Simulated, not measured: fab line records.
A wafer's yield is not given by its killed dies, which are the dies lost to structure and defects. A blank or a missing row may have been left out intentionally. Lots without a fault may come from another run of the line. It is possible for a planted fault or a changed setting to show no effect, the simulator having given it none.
Matching of chambers    flow nand harc    NHARC_A_CONTACT_DEP_85 on pecvd-02 has 3 sister chambers
The step deposits SiON, target thk 50 nm. 3 wafers are shown with their chamber, then 8 later ones without.

WAFERS PAIRED WITH THEIR CHAMBERS
wafer   chamber  heater power w (W)
L089.4  1        858
L089.6  2        709
L090.2  0        668

WAFERS WHOSE CHAMBER IS MISSING
wafer   heater power w (W)
L090.4  709
L090.6  836
L092.1  790
L092.3  638
L092.4  767
L093.2  817
L093.4  708
L093.5  800

THE CHAMBER EACH PASSED THROUGH
wafer   from the rows above           in truth
L090.4  can't be placed: 2 or 0       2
L090.6  1                             1
L092.1  can't be placed: 1 or 2 or 0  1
L092.3  can't be placed: 0 or 2       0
L092.4  can't be placed: 2 or 1 or 0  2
L093.2  can't be placed: 1 or 2       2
L093.4  can't be placed: 2 or 0       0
L093.5  can't be placed: 1 or 2 or 0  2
Correct placement for 1 of the 8. From these rows, 7 cannot be placed; in 7 the true chamber is one of the candidates. 0 placed wrongly.
How it was worked out, from the rows above alone: a wafer's distance from a chamber is the root of the sum, over the readings, of the square of ((its reading less the chamber's mean) divided by the reading's scatter). If the next closest chamber is less than 2 further off than the closest, the wafer can't be placed; otherwise it belongs to the closest. For every chamber, the mean is computed from those of its wafers that are shown. The scatter: root of mean squared gap, hidden wafer to nearest shown wafer, with one shown wafer a chamber.
